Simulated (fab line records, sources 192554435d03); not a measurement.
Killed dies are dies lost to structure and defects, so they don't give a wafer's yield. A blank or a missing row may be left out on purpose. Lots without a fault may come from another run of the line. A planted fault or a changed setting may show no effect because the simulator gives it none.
Which tool did it? | flow n5_finfet | 19 lots, 57 wafers sampled, at 1 step of a route of 1938

WHAT THE GAUGES READ, wafer by wafer
N5_BEOL_M8_OVL_MEAS_12. Usual: M8_OVL 0.5 nm, standard deviation 0.62.
lot  | measured     | on         | M8_OVL (nm)    | flag
L076 | day 9 12:29  | overlay-02 | 1.2 1.3 2.1    |
L075 | day 9 14:14  | overlay-01 | -0.3 0.3 -0.4  |
L077 | day 9 20:41  | overlay-02 | 0.0 0.3 0.2    |
L078 | day 9 22:05  | overlay-01 | -0.1 0.2 0.7   |
L079 | day 10 03:18 | overlay-02 | 1.7 0.8 0.9    |
L080 | day 10 06:08 | overlay-01 | 0.0 0.3 0.5    |
L082 | day 10 08:57 | overlay-01 | 0.6 0.5 0.1    |
L083 | day 10 14:28 | overlay-01 | 0.3 0.4 0.4    |
L084 | day 10 22:26 | overlay-02 | 0.1 -0.1 1.1   |
L088 | day 14 04:13 | overlay-01 | 0.8 0.4 1.8    |
L095 | day 14 09:41 | overlay-02 | 1.2 0.5 0.8    |
L094 | day 14 10:15 | overlay-02 | 0.4 0.7 0.8    |
L090 | day 14 14:35 | overlay-01 | 0.0 -0.2 1.0   |
L089 | day 14 23:33 | overlay-02 | 0.2 0.2 0.2    |
L091 | day 15 09:52 | overlay-01 | -1.0 -0.7 -0.1 |
L087 | day 15 17:31 | overlay-01 | 0.9 0.9 -0.3   |
L093 | day 15 18:10 | overlay-02 | 0.8 0.1 -0.3   |
L096 | day 15 21:23 | overlay-02 | 2.1 1.4 0.8    |
L097 | day 16 10:16 | overlay-01 | 0.8 0.7 1.0    |

WHICH TOOL RAN EACH LOT (tool, then ch and the chambers of the sampled wafers, then the start)
The record holds no process step before these readings.

WHAT THE TOOLS THEMSELVES READ (means of the sampled wafers that have a number; where no wafer has one, the mark that the record gives instead)
The record holds no such reading with a usual standard deviation.

THE ANSWER, worked out from the rows above alone
Rule: a lot is off if the mean of its wafers that have a number lies more than 3 standard deviations from the usual mean. A lot without any number at a reading at which 4 lots or more have one is off too. The other lots that the step has rows for count as sound. The gauges are gone through in route order, then the tools' own readings, and for those a lot's mean is taken as printed above. The first step at which some lot is off is used, and at that step the reading that is off furthest; a lot without a number counts as furthest.
No lot is off at any reading shown: from this, nothing can be told.

WHAT THE SIMULATOR HAD PUT IN
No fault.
